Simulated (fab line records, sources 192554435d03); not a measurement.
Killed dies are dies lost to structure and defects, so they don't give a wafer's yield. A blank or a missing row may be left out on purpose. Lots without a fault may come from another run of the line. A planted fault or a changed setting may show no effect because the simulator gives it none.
fab line records | flow n5_finfet
record lots=24 wafers=72 last_day=18
route steps=1938 shown GATE_CUT@474 MOL_CONTACT_COAG@530
lots that met no fault: from a run of the same line without faults
start_h: hours from the record's first day to the start of the lot's first wafer shown | wait_h: hours since the lot's step before | " the same as in the row above | L1.1+2: a row that stands for several wafers | - no value, or no start given | * or withheld: withheld | < > ~ a bound
route shown NAME@n: a module of which the file shows steps, and the number in the route of the first | usual: mean/standard deviation of fault-free wafers | same: alike in all rows | chamber/n: place in a boat | sites: the reading at each site | _std_site: their standard deviation | _edge_site: outer sites' mean less inner sites' | radius_mm: how far each site lies from the wafer's centre | mask NAME#n: copy n | behind: the tool/chamber that last shaped the wafer | hold: why the lot was held/for how many hours/how that ended | device: the transistor (n, p or np) that didn't switch | end of line: the same wafers' tests at the end of the route | a step without rows: its recipe alone | killed: dies lost to structure and defects at the first sort, not the wafer's yield | map: a wafer's dies, x killed, . not, _ none there
set.NAME: the setting as run; set.NAME@STEP: as run at that earlier step | model.NAME: the simulator's own value behind a step, which no gauge read
steps of the route over a sample of lots; a table a step, a row a wafer
services: from which hour (start_h, from the record's first day; less than 0 if before it) a tool's chamber was out of use, for how many hours, and why
## steps
# step N5_GATE_CUT_PECVD_57
# recipe material=SiNx target_thk_a=210 temp_c=400 precursor=SiH4/NH3/N2 pressure_torr=1.5 rf_w=300
# usual heater_power_w=729/77 showerhead_plenum_p_Torr=5.15/0.064 throttle_valve_pct=41.2/2.7
# columns lot.wafer tool chamber start_h wait_h heater_power_w showerhead_plenum_p_Torr throttle_valve_pct
L074.2 pecvd-02 1 83.53 1.1 664 5.20 39.4
L074.3 " 2 " " 704 5.10 39.5
L074.4 " 0 " " 708 5.17 44.7
L075.1 pecvd-04 0 89.61 1.1 874 5.11 38.7
L075.4 " 1 " " 763 5.10 38.6
L075.6 " 0 " " 866 5.11 38.3
L076.2 pecvd-04 2 93.08 1.1 649 5.05 39.5
L076.3 " 0 " " 822 5.11 38.7
L076.5 " 0 " " 835 5.11 38.4
L077.2 pecvd-04 1 100.33 1.1 657 5.12 38.7
L077.4 " 2 " " 609 5.05 39.7
L077.5 " 1 " " 669 5.10 38.3
L078.2 pecvd-01 1 106.42 1.1 666 5.20 44.3
L078.5 " 2 " " 721 5.20 45.1
L078.6 " 1 " " 661 5.20 44.2
L079.2 pecvd-01 1 115.32 1.1 783 5.20 44.2
L079.4 " 1 " " 771 5.21 44.3
L079.6 " 2 " " 684 5.20 45.2
L080.4 pecvd-04 1 123.77 1.1 803 5.11 38.3
L080.5 " 0 " " 842 5.11 38.4
L080.6 " 2 " " 631 5.04 40.0
L081.3 pecvd-01 2 127.67 1.1 720 5.20 45.1
L081.5 " 1 " " 763 5.20 44.1
L081.6 " 2 " " 742 5.18 45.5
L082.1 pecvd-01 1 131.03 1.1 659 5.21 44.2
L082.2 " 2 " " 740 5.20 45.3
L082.3 " 0 " " 866 5.23 38.4
L083.1 pecvd-02 1 136.66 1.1 774 5.19 39.2
L083.3 " 2 " " 700 5.10 39.8
L083.4 " 0 " " 767 5.16 44.6
L084.3 pecvd-01 1 144.86 1.1 720 5.21 44.3
L084.4 " 2 " " 630 5.19 45.1
L084.6 " 1 " " 734 5.22 44.3
L085.2 pecvd-01 1 147.97 1.1 778 5.22 44.3
L085.4 " 0 " " 785 5.26 38.8
L085.6 " 2 " " 644 5.19 45.2
L086.1 pecvd-01 0 155.89 1.1 832 5.25 38.7
L086.2 " 1 " " 770 5.21 44.2
L086.4 " 0 " " 848 5.26 39.3
L087.1 pecvd-02 2 161.80 1.1 747 5.11 40.2
L087.3 " 0 " " 781 5.19 44.6
L087.6 " 1 " " 684 5.20 39.3
L088.2 pecvd-04 2 167.28 1.1 593 5.06 40.4
L088.3 " 0 " " 741 5.10 38.6
L088.6 " 1 " " 788 5.10 38.8
L089.1 pecvd-01 2 173.79 1.1 665 5.19 45.0
L089.2 " 0 " " 854 5.24 38.9
L089.3 " 1 " " 770 5.22 44.0
L090.1 pecvd-04 1 176.57 1.1 679 5.11 38.6
L090.2 " 2 " " 628 5.05 40.8
L090.3 " 2 " " 619 5.05 40.8
L091.1 pecvd-02 2 183.51 1.1 668 5.09 39.9
L091.2 " 1 " " 650 5.18 39.2
L091.6 " 1 " " 642 5.19 39.3
L092.4 pecvd-04 0 187.72 1.1 801 5.11 38.4
L092.5 " 1 " " 706 5.09 38.6
L092.6 " 2 " " 616 5.05 41.0
L093.1 pecvd-04 2 196.01 1.1 569 5.05 40.8
L093.5 " 0 " " 795 5.10 38.6
L093.6 " 2 " " 568 5.05 40.9
L094.3 pecvd-04 2 209.37 1.1 581 5.07 41.0
L094.4 " 0 " " 842 5.11 38.5
L094.6 " 0 " " 835 5.10 38.6
L095.2 pecvd-02 0 209.80 1.1 727 5.16 44.7
L095.3 " 1 " " 779 5.19 39.5
L095.6 " 1 " " 765 5.18 39.4
L096.1 pecvd-04 2 216.47 1.1 668 5.05 40.8
L096.4 " 2 " " 669 5.05 41.2
L096.6 " 1 " " 746 5.11 38.5
L097.1 pecvd-01 0 223.46 1.1 857 5.25 39.2
L097.2 " 1 " " 768 5.21 44.3
L097.4 " 1 " " 733 5.21 44.4
# step N5_GATE_CUT_OVL_MEAS_14
# recipe points_per_wafer=522
# usual GATE_CUT_OVL=0.2/0.7
# columns lot.wafer tool chamber start_h wait_h GATE_CUT_OVL[nm]
L074.2 overlay-01 0 84.44 0.0 -0.4
L074.3 " 0 " " -0.5
L074.4 " 0 " " -0.4
L075.1 overlay-02 0 90.56 0.0 0.8
L075.4 " 0 " " 0.3
L075.6 " 0 " " 0.9
L076.2 overlay-01 0 93.86 0.0 0.8
L076.3 " 0 " " 1.1
L076.5 " 0 " " 0.1
L077.2 overlay-02 0 101.11 0.0 1.8
L077.4 " 0 " " 1.7
L077.5 " 0 " " 1.6
L078.2 overlay-01 0 107.41 0.0 0.2
L078.5 " 0 " " 0.5
L078.6 " 0 " " 1.0
L079.2 overlay-02 0 116.26 0.0 0.2
L079.4 " 0 " " 0.0
L079.6 " 0 " " 0.2
L080.4 overlay-01 0 124.67 0.0 -0.6
L080.5 " 0 " " 0.7
L080.6 " 0 " " 0.9
L081.3 overlay-02 0 128.76 0.0 -0.3
L081.5 " 0 " " -0.2
L081.6 " 0 " " 0.0
L082.1 overlay-01 0 131.80 0.0 0.5
L082.2 " 0 " " 1.4
L082.3 " 0 " " 0.4
L083.1 overlay-01 0 137.43 0.0 0.1
L083.3 " 0 " " 0.3
L083.4 " 0 " " -0.8
L084.3 overlay-02 0 145.78 0.0 0.5
L084.4 " 0 " " 0.5
L084.6 " 0 " " 1.0
L085.2 overlay-02 0 148.74 0.0 0.0
L085.4 " 0 " " -0.5
L085.6 " 0 " " -0.3
L086.1 overlay-01 0 156.79 0.0 0.1
L086.2 " 0 " " 0.4
L086.4 " 0 " " -0.4
L087.1 overlay-01 0 162.74 0.0 -1.6
L087.3 " 0 " " -0.8
L087.6 " 0 " " -1.0
L088.2 overlay-01 0 168.19 0.0 -0.9
L088.3 " 0 " " -0.7
L088.6 " 0 " " -0.7
L089.1 overlay-02 0 174.57 0.0 -0.9
L089.2 " 0 " " -0.4
L089.3 " 0 " " -0.6
L090.1 overlay-02 0 177.49 0.0 0.9
L090.2 " 0 " " 1.0
L090.3 " 0 " " 1.1
L091.1 overlay-02 0 184.29 0.0 0.6
L091.2 " 0 " " 0.1
L091.6 " 0 " " 0.6
L092.4 overlay-02 0 188.61 0.0 0.5
L092.5 " 0 " " 0.3
L092.6 " 0 " " 0.4
L093.1 overlay-01 0 196.78 0.0 0.5
L093.5 " 0 " " -0.2
L093.6 " 0 " " -0.3
L094.3 overlay-01 0 210.30 0.0 0.5
L094.4 " 0 " " 1.4
L094.6 " 0 " " 0.1
L095.2 overlay-02 0 210.72 0.0 0.6
L095.3 " 0 " " 0.1
L095.6 " 0 " " 0.5
L096.1 overlay-01 0 217.25 0.0 -1.0
L096.4 " 0 " " -1.0
L096.6 " 0 " " -0.9
L097.1 overlay-01 0 224.38 0.0 0.9
L097.2 " 0 " " 0.9
L097.4 " 0 " " 0.6
# step N5_GATE_CUT_THK_MEAS_24
# recipe reads=SiO2_of_GATE_CUT_HM_DEP_46+SiO2_flowable_of_ILD0_FCVD_FILL_01
# usual GC_FILL_THK=219.5/1.8
# columns lot.wafer tool chamber start_h wait_h GC_FILL_THK[nm]
L074.2 film_metro-02 - 87.15 - 219.4
L074.3 " - " " 218.1
L074.4 " - " " 219.8
L075.1 film_metro-01 - 94.94 - 219.4
L075.4 " - " " 221.9
L075.6 " - " " 220.2
L076.2 film_metro-02 - 96.70 - 218.1
L076.3 " - " " 218.3
L076.5 " - " " 221.8
L077.2 film_metro-01 - 103.81 - 221.2
L077.4 " - " " 220.7
L077.5 " - " " 220.1
L078.2 film_metro-02 - 110.23 - 220.3
L078.5 " - " " 224.2
L078.6 " - " " 221.4
L079.2 film_metro-02 - 118.99 - 219.4
L079.4 " - " " 219.9
L079.6 " - " " 220.2
L080.4 film_metro-02 - 127.87 - 221.4
L080.5 " - " " 219.8
L080.6 " - " " 219.9
L081.3 film_metro-01 - 132.79 - 221.9
L081.5 " - " " 217.4
L081.6 " - " " 222.3
L082.1 film_metro-01 - 134.60 - 217.6
L082.2 " - " " 219.9
L082.3 " - " " 217.4
L083.1 film_metro-01 - 140.15 - 217.3
L083.3 " - " " 214.4
L083.4 " - " " 221.8
L084.3 film_metro-02 - 148.79 - 220.3
L084.4 " - " " 219.2
L084.6 " - " " 216.9
L085.2 film_metro-01 - 151.45 - 217.1
L085.4 " - " " 221.4
L085.6 " - " " 220.7
L086.1 film_metro-01 - 159.71 - 217.7
L086.2 " - " " 218.2
L086.4 " - " " 219.3
L087.1 film_metro-01 - 165.45 - 216.1
L087.3 " - " " 218.1
L087.6 " - " " 219.9
L088.2 film_metro-02 - 170.89 - 218.6
L088.3 " - " " 217.1
L088.6 " - " " 220.8
L089.1 film_metro-02 - 177.70 - 219.0
L089.2 " - " " 216.6
L089.3 " - " " 216.8
L090.1 film_metro-01 - 181.31 - 218.4
L090.2 " - " " 216.7
L090.3 " - " " 219.4
L091.1 film_metro-02 - 187.06 - 220.0
L091.2 " - " " 217.8
L091.6 " - " " 221.6
L092.4 film_metro-01 - 191.75 - 221.0
L092.5 " - " " 220.3
L092.6 " - " " 220.4
L093.1 film_metro-02 - 199.58 - 217.3
L093.5 " - " " 218.6
L093.6 " - " " 222.5
L094.3 film_metro-02 - 213.00 - 219.6
L094.4 " - " " 222.0
L094.6 " - " " 221.7
L095.2 film_metro-02 - 214.13 - 221.2
L095.3 " - " " 218.9
L095.6 " - " " 219.7
L096.1 film_metro-02 - 220.74 - 217.5
L096.4 " - " " 218.7
L096.6 " - " " 217.7
L097.1 film_metro-02 - 227.11 - 218.4
L097.2 " - " " 218.2
L097.4 " - " " 220.4
# step N5_MOL_CONTACT_COAG_ETCH_59
# recipe chemistry=N2/H2 target=underlayer target_depth_a=130 mask_material=CAR-EUV time_s=10.4 ion_energy_ev=200 pressure_mtorr=30 source_w=840 bias_w=150 n2_flow_sccm=200 h2_flow_sccm=200 ends=cleared
# usual drypump_motor_current_A=5.5/0.45 etch_rf_on_time_s=10.35/0.19 oes_product_au=0.68/0.081 rf_vpp_V=523.8/2.6 showerhead_plenum_p_Torr=2.54/0.087 throttle_valve_pct=17.85/0.28
# columns lot.wafer tool chamber start_h wait_h drypump_motor_current_A etch_rf_on_time_s oes_product_au rf_hours_counter_h rf_vpp_V showerhead_plenum_p_Torr throttle_valve_pct
L074.2 rie_diel-04 3 88.43 0.0 6.2 10.70 0.60 230 522.3 2.51 17.84
L074.3 " 2 " " 5.1 10.26 0.61 233 521.5 2.51 17.96
L074.4 " 0 " " 5.0 10.41 0.60 223 523.0 2.54 18.31
L075.1 rie_diel-03 1 96.13 0.0 5.3 10.38 0.74 48 521.0 2.47 17.43
L075.4 " 3 " " 5.2 10.43 0.66 115 526.8 2.68 17.88
L075.6 " 2 " " 5.8 10.30 0.63 - 523.7 2.53 17.92
L076.2 rie_diel-04 2 97.89 0.0 5.1 10.19 0.62 235 521.5 2.51 17.97
L076.3 " 3 " " 6.2 10.57 0.60 233 522.8 2.51 17.85
L076.5 " 2 " " 5.1 10.26 0.61 - 522.5 2.51 17.96
L077.2 rie_diel-02 1 105.01 0.0 6.4 10.98 0.58 229 522.8 2.51 17.54
L077.4 " 2 " " 5.1 10.52 0.75 32 522.1 2.50 17.76
L077.5 " 3 " " 5.3 10.21 0.87 - 529.7 2.70 17.44
L078.2 rie_diel-03 1 111.46 0.0 5.3 10.34 0.73 52 522.0 2.47 17.45
L078.5 " 2 " " 5.9 10.31 0.62 - 524.2 2.53 17.95
L078.6 " 1 " " 5.3 10.35 0.74 - 523.2 2.47 17.42
L079.2 rie_diel-02 2 121.10 0.0 5.1 10.28 0.75 38 522.2 2.50 17.76
L079.4 " 1 " " 6.4 10.68 0.58 235 523.7 2.50 17.58
L079.6 " 3 " " 5.3 9.92 0.85 - 528.7 2.70 17.44
L080.4 rie_diel-02 2 129.74 0.0 5.1 10.29 0.74 41 521.9 2.50 17.78
L080.5 " 2 " " 5.1 10.36 0.73 - 522.1 2.50 17.77
L080.6 " 3 " " 5.3 10.11 0.83 - 527.7 2.70 17.45
L081.3 rie_diel-03 2 134.55 0.0 5.9 10.35 0.61 203 524.9 2.52 17.97
L081.5 " 3 " " 5.2 10.58 0.65 - 526.8 2.67 17.90
L081.6 " 2 " " 5.9 10.29 0.61 - 522.5 2.52 17.97
L082.1 rie_diel-04 1 135.92 0.0 6.0 10.30 0.63 179 527.1 2.63 18.22
L082.2 " 2 " " 5.1 10.29 0.60 249 521.5 2.50 17.99
L082.3 " 3 " " 6.2 10.61 0.59 246 522.5 2.51 17.88
L083.1 rie_diel-02 0 141.34 0.0 5.1 10.28 0.62 203 522.5 2.41 18.19
L083.3 " 2 " " 5.2 10.25 0.74 45 521.3 2.49 17.77
L083.4 " 3 " " 5.3 9.99 0.82 14 529.0 2.70 17.46
L084.3 rie_diel-03 2 150.11 0.0 5.9 10.55 0.61 208 523.2 2.52 17.97
L084.4 " 3 " " 5.2 10.68 0.63 134 524.8 2.67 17.92
L084.6 " 1 " " 5.3 10.51 0.72 - 521.8 2.47 17.44
L085.2 rie_diel-04 3 152.95 0.0 6.2 10.58 0.59 254 522.7 2.50 17.87
L085.4 " 0 " " 5.0 10.51 0.59 - 523.7 2.53 18.34
L085.6 " 3 " " 6.2 10.69 0.59 - 522.3 2.50 17.87
L086.1 rie_diel-03 3 160.90 0.0 5.2 10.35 0.64 138 526.3 2.67 17.93
L086.2 " 1 " " 5.3 10.18 0.73 64 521.3 2.47 17.46
L086.4 " 1 " " 5.3 10.23 0.73 - 522.0 2.47 17.44
L087.1 rie_diel-02 2 166.80 0.0 5.1 10.38 0.73 54 522.6 2.49 17.78
L087.3 " 0 " " 5.1 10.34 0.61 213 521.0 2.40 18.19
L087.6 " 3 " " 5.3 10.06 0.79 - 528.8 2.69 17.49
L088.2 rie_diel-03 2 172.15 0.0 5.9 10.55 0.60 219 522.9 2.52 18.01
L088.3 " 1 " " 5.3 10.57 0.70 71 521.0 2.46 17.47
L088.6 " 3 " " 5.2 10.47 0.64 - 526.2 2.66 17.95
L089.1 rie_diel-03 3 179.05 0.0 5.2 10.32 0.64 147 527.7 2.66 17.94
L089.2 " 1 " " 5.3 10.38 0.71 73 521.9 2.46 17.46
L089.3 " 2 " " 5.9 10.37 0.60 221 522.5 2.52 18.01
L090.1 rie_diel-04 2 182.50 0.0 5.1 10.08 0.82 8 521.6 2.50 17.61
L090.2 " 1 " " 6.0 10.35 0.63 198 525.9 2.62 18.25
L090.3 " 3 " " 6.2 10.45 0.81 2 523.2 2.50 17.40
L091.1 rie_diel-03 2 188.38 0.0 5.9 10.42 0.60 226 524.9 2.51 18.00
L091.2 " 1 " " 5.3 10.40 0.71 78 522.8 2.46 17.48
L091.6 " 1 " " 5.3 10.48 0.70 - 521.7 2.46 17.48
L092.4 rie_diel-03 2 193.43 0.0 5.9 10.46 0.60 229 524.8 2.51 18.02
L092.5 " 1 " " 5.3 10.37 0.70 - 522.4 2.46 17.49
L092.6 " 0 " " 6.1 10.03 0.77 - 521.5 2.49 18.03
L093.1 rie_diel-02 1 200.78 0.0 6.4 10.26 0.82 6 522.2 2.49 17.20
L093.5 " 3 " " 5.3 10.12 0.77 - 528.2 2.68 17.51
L093.6 " 2 " " 5.2 10.35 0.70 - 522.3 2.48 17.84
L094.3 rie_diel-03 0 214.53 0.0 6.1 10.03 0.76 38 523.8 2.49 18.01
L094.4 " 2 " " 5.9 10.41 0.60 238 523.5 2.51 18.01
L094.6 " 1 " " 5.3 10.59 0.69 - 522.1 2.46 17.50
L095.2 rie_diel-04 0 215.45 0.0 5.0 10.05 0.82 3 523.4 2.52 17.97
L095.3 " 3 " " 6.2 10.65 0.77 15 522.1 2.49 17.42
L095.6 " 1 " " 6.0 10.38 0.61 - 525.3 2.62 18.26
L096.1 rie_diel-03 0 222.19 0.0 6.2 10.22 0.75 40 520.0 2.48 18.07
L096.4 " 3 " " 5.2 10.63 0.62 166 527.4 2.65 17.96
L096.6 " 3 " " 5.2 10.54 0.61 - 526.6 2.65 17.98
L097.1 rie_diel-02 3 228.84 0.0 5.3 10.16 0.75 48 530.1 2.68 17.53
L097.2 " 1 " " 6.4 10.37 0.79 17 521.4 2.49 17.21
L097.4 " 0 " " 5.1 10.42 0.59 237 518.4 2.39 18.24
# step N5_MOL_CONTACT_COAG_ETCH_15
# recipe chemistry=CH3F/O2 target=SiNx target_depth_a=70 mask_material=SOC stop_on=Si:P over_etch_frac=0.75 ion_energy_ev=120 pressure_mtorr=30 source_w=395 bias_w=73 Ar_flow_sccm=150 CH3F_flow_sccm=30 O2_flow_sccm=20
# usual drypump_motor_current_A=5.5/0.45 oes_product_au=0.58/0.065 rf_vpp_V=302/5.8 showerhead_plenum_p_Torr=2.00/0.071 throttle_valve_pct=16.33/0.26
# columns lot.wafer tool chamber start_h wait_h drypump_motor_current_A oes_product_au rf_hours_counter_h rf_vpp_V showerhead_plenum_p_Torr throttle_valve_pct
L074.2 rie_diel-04 3 88.62 0.0 6.2 0.52 230 298 1.97 16.37
L074.3 " 2 " " 5.1 0.52 233 297 1.97 16.47
L074.4 " 0 " " 4.9 0.52 223 302 1.96 16.50
L075.1 rie_diel-03 1 96.32 0.0 5.3 0.63 48 304 1.95 15.99
L075.4 " 3 " " 5.2 0.57 115 295 2.10 16.32
L075.6 " 2 " " 5.8 0.53 - 312 1.98 16.33
L076.2 rie_diel-04 2 98.08 0.0 5.1 0.52 235 297 1.97 16.46
L076.3 " 3 " " 6.2 0.51 233 298 1.97 16.39
L076.5 " 2 " " 5.1 0.53 - 298 1.97 16.47
L077.2 rie_diel-02 1 105.20 0.0 6.4 0.52 229 298 1.97 16.12
L077.4 " 2 " " 5.2 0.64 32 294 1.95 16.09
L077.5 " 3 " " 5.3 0.73 - 304 2.14 16.06
L078.2 rie_diel-03 1 111.65 0.0 5.3 0.64 52 306 1.95 16.02
L078.5 " 2 " " 5.9 0.53 - 311 1.98 16.32
L078.6 " 1 " " 5.3 0.63 - 305 1.95 15.98
L079.2 rie_diel-02 2 121.29 0.0 5.1 0.65 38 295 1.95 16.09
L079.4 " 1 " " 6.4 0.52 235 297 1.97 16.14
L079.6 " 3 " " 5.3 0.71 - 305 2.13 16.08
L080.4 rie_diel-02 2 129.92 0.0 5.1 0.64 41 294 1.95 16.09
L080.5 " 2 " " 5.1 0.63 - 293 1.95 16.10
L080.6 " 3 " " 5.3 0.70 - 305 2.13 16.08
L081.3 rie_diel-03 2 134.74 0.0 5.9 0.53 203 311 1.98 16.37
L081.5 " 3 " " 5.1 0.56 - 296 2.09 16.35
L081.6 " 2 " " 5.8 0.52 - 311 1.98 16.33
L082.1 rie_diel-04 1 136.11 0.0 6.0 0.54 179 306 2.08 16.68
L082.2 " 2 " " 5.0 0.52 249 298 1.97 16.50
L082.3 " 3 " " 6.2 0.52 246 299 1.96 16.42
L083.1 rie_diel-02 0 141.53 0.0 5.1 0.53 204 296 1.90 16.81
L083.3 " 2 " " 5.1 0.63 45 293 1.95 16.11
L083.4 " 3 " " 5.3 0.69 14 304 2.13 16.08
L084.3 rie_diel-03 2 150.30 0.0 5.9 0.53 208 311 1.97 16.35
L084.4 " 3 " " 5.2 0.55 134 295 2.09 16.38
L084.6 " 1 " " 5.3 0.62 - 308 1.95 16.03
L085.2 rie_diel-04 3 153.13 0.0 6.1 0.51 254 299 1.96 16.41
L085.4 " 0 " " 4.9 0.51 - 302 1.95 16.53
L085.6 " 3 " " 6.2 0.51 - 298 1.96 16.41
L086.1 rie_diel-03 3 161.09 0.0 5.2 0.55 138 294 2.09 16.37
L086.2 " 1 " " 5.3 0.62 64 306 1.95 16.04
L086.4 " 1 " " 5.3 0.62 - 306 1.95 16.01
L087.1 rie_diel-02 2 166.98 0.0 5.1 0.62 54 292 1.94 16.14
L087.3 " 0 " " 5.1 0.52 213 297 1.90 16.83
L087.6 " 3 " " 5.3 0.67 - 303 2.13 16.08
L088.2 rie_diel-03 2 172.33 0.0 5.9 0.52 219 311 1.97 16.37
L088.3 " 1 " " 5.3 0.60 71 305 1.94 16.03
L088.6 " 3 " " 5.2 0.55 - 294 2.09 16.38
L089.1 rie_diel-03 3 179.23 0.0 5.2 0.54 147 294 2.09 16.38
L089.2 " 1 " " 5.3 0.61 73 306 1.94 16.05
L089.3 " 2 " " 5.9 0.51 222 309 1.97 16.38
L090.1 rie_diel-04 2 182.69 0.0 5.1 0.68 8 297 1.96 16.08
L090.2 " 1 " " 6.0 0.53 199 305 2.07 16.72
L090.3 " 3 " " 6.2 0.69 2 298 1.96 15.91
L091.1 rie_diel-03 2 188.57 0.0 5.9 0.52 226 312 1.97 16.38
L091.2 " 1 " " 5.3 0.61 78 306 1.94 16.05
L091.6 " 1 " " 5.3 0.60 - 306 1.94 16.04
L092.4 rie_diel-03 2 193.61 0.0 5.9 0.52 229 313 1.97 16.39
L092.5 " 1 " " 5.3 0.60 - 307 1.94 16.06
L092.6 " 0 " " 6.1 0.65 - 305 1.96 16.47
L093.1 rie_diel-02 1 200.96 0.0 6.4 0.70 6 298 1.96 15.72
L093.5 " 3 " " 5.3 0.66 - 304 2.12 16.13
L093.6 " 2 " " 5.1 0.62 - 295 1.94 16.16
L094.3 rie_diel-03 0 214.71 0.0 6.1 0.64 38 307 1.95 16.50
L094.4 " 2 " " 5.9 0.51 238 310 1.96 16.40
L094.6 " 1 " " 5.3 0.60 - 305 1.94 16.06
L095.2 rie_diel-04 0 215.64 0.0 5.0 0.69 3 303 1.95 16.09
L095.3 " 3 " " 6.2 0.66 15 297 1.95 15.94
L095.6 " 1 " " 6.0 0.52 - 305 2.07 16.75
L096.1 rie_diel-03 2 222.38 0.0 5.9 0.51 240 311 1.96 16.43
L096.4 " 1 " " 5.3 0.60 89 306 1.94 16.06
L096.6 " 3 " " 5.2 0.54 - 295 2.08 16.43
L097.1 rie_diel-02 3 229.02 0.0 5.3 0.64 48 304 2.12 16.14
L097.2 " 1 " " 6.4 0.68 17 297 1.96 15.75
L097.4 " 0 " " 5.1 0.51 237 296 1.89 16.88
# step N5_MOL_CONTACT_COAG_ALD_20
# recipe material=TiN target_thk_a=15 temp_c=400 ald_precursor_family=TiCl4 ald_co_reactant=NH3 pulse_time_s=1 purge_time_s=3 co_reactant_purge_time_s=2 co_reactant_pulse_time_s=2 ald_cycles=68 pressure_torr=3
# usual heater_power_w=850/65 precursor_pulse_height_rel=0.998/0.018
# columns lot.wafer tool chamber start_h wait_h heater_power_w precursor_pulse_height_rel
L074.2 ald_metal-04 2 91.05 0.1 785 0.975
L074.3 " 3 " " 793 0.954
L074.4 " 0 " " 895 1.000
L075.1 ald_metal-04 0 97.18 0.1 924 1.006
L075.4 " 3 " " 781 1.023
L075.6 " 2 " " 777 0.992
L076.2 ald_metal-04 2 99.81 0.1 784 0.990
L076.3 " 1 " " 853 0.984
L076.5 " 3 " " 757 0.973
L077.2 ald_metal-04 0 106.93 0.1 934 0.991
L077.4 " 1 " " 860 1.010
L077.5 " 1 " " 883 0.987
L078.2 ald_metal-02 1 113.37 0.1 859 1.005
L078.5 " 1 " " 852 1.004
L078.6 " 0 " " 921 1.008
L079.2 ald_metal-04 2 122.11 0.1 773 0.991
L079.4 " 3 " " 763 1.024
L079.6 " 0 " " 920 0.981
L080.4 ald_metal-02 2 130.68 0.1 933 1.023
L080.5 " 1 " " 859 0.970
L080.6 " 0 " " 928 1.006
L081.3 ald_metal-04 0 135.56 0.1 915 0.982
L081.5 " 0 " " 916 0.974
L081.6 " 3 " " 775 0.987
L082.1 ald_metal-04 3 137.32 0.1 754 1.019
L082.2 " 2 " " 766 0.984
L082.3 " 1 " " 866 1.002
L083.1 ald_metal-04 3 145.52 0.1 758 0.992
L083.3 " 2 " " 800 0.992
L083.4 " 1 " " 856 0.995
L084.3 ald_metal-04 2 152.67 0.1 785 1.018
L084.4 " 3 " " 768 0.996
L084.6 " 3 " " 780 1.017
L085.2 ald_metal-02 1 153.92 0.1 843 1.009
L085.4 " 2 " " 937 1.030
L085.6 " 3 " " 907 0.995
L086.1 ald_metal-01 1 162.42 0.1 849 0.992
L086.2 " 2 " " 880 0.985
L086.4 " 0 " " 848 1.003
L087.1 ald_metal-04 2 169.49 0.1 786 0.968
L087.3 " 0 " " 925 1.000
L087.6 " 1 " " 861 0.998
L088.2 ald_metal-02 3 174.40 0.1 887 1.014
L088.3 " 1 " " 872 1.010
L088.6 " 1 " " 871 1.044
L089.1 ald_metal-02 1 180.22 0.1 875 0.976
L089.2 " 0 " " 912 1.014
L089.3 " 3 " " 898 1.020
L090.1 ald_metal-02 0 183.60 0.1 934 1.013
L090.2 " 2 " " 943 0.998
L090.3 " 1 " " 883 0.985
L091.1 ald_metal-04 3 191.48 0.1 766 1.018
L091.2 " 0 " " 902 1.005
L091.6 " 2 " " 790 1.018
L092.4 ald_metal-01 1 195.84 0.2 835 0.975
L092.5 " 3 " " 746 1.035
L092.6 " 0 " " 831 0.990
L093.1 ald_metal-02 1 202.09 0.1 854 1.014
L093.5 " 0 " " 939 0.989
L093.6 " 1 " " 867 0.997
L094.3 ald_metal-01 1 215.59 0.1 817 1.003
L094.4 " 3 " " 756 1.010
L094.6 " 0 " " 798 0.989
L095.2 ald_metal-04 0 217.61 0.1 921 0.974
L095.3 " 3 " " 763 0.991
L095.6 " 0 " " 923 1.026
L096.1 ald_metal-01 2 223.18 0.1 889 1.010
L096.4 " 0 " " 820 1.008
L096.6 " 0 " " 801 0.954
L097.1 ald_metal-04 3 229.81 0.1 779 1.001
L097.2 " 0 " " 906 0.991
L097.4 " 2 " " 784 0.985
## services
# columns tool chamber start_h hours kind
rie_diel-03 0 63.04 1.6 repair
ald_metal-04 0 63.39 8.0 repair
pecvd-02 - 64.22 5.5 pm
pecvd-04 - 73.03 0.2 repair
rie_diel-02 3 87.23 - clean
rie_diel-02 3 87.23 - consumable_replace:focus_ring
rie_diel-02 3 87.23 - consumable_replace:showerhead
rie_diel-02 3 87.23 14.4 scheduled_down
rie_diel-02 3 87.23 14.4 vent_cycle
ald_metal-01 2 93.62 22.0 repair
pecvd-01 0 98.32 30.1 repair
pecvd-02 1 105.49 26.6 repair
ald_metal-04 - 116.38 0.4 repair
pecvd-02 2 120.62 4.6 repair
pecvd-04 - 127.46 1.1 repair
rie_diel-03 1 129.58 13.2 repair
pecvd-04 1 141.84 5.4 repair
rie_diel-02 1 166.72 - clean
pecvd-04 0 176.00 2.2 repair
pecvd-01 - 180.37 0.9 repair
pecvd-01 2 190.80 4.7 repair
rie_diel-03 1 204.96 8.0 repair
pecvd-01 0 207.72 6.4 repair
rie_diel-03 0 222.41 3.9 repair
## key
fault none
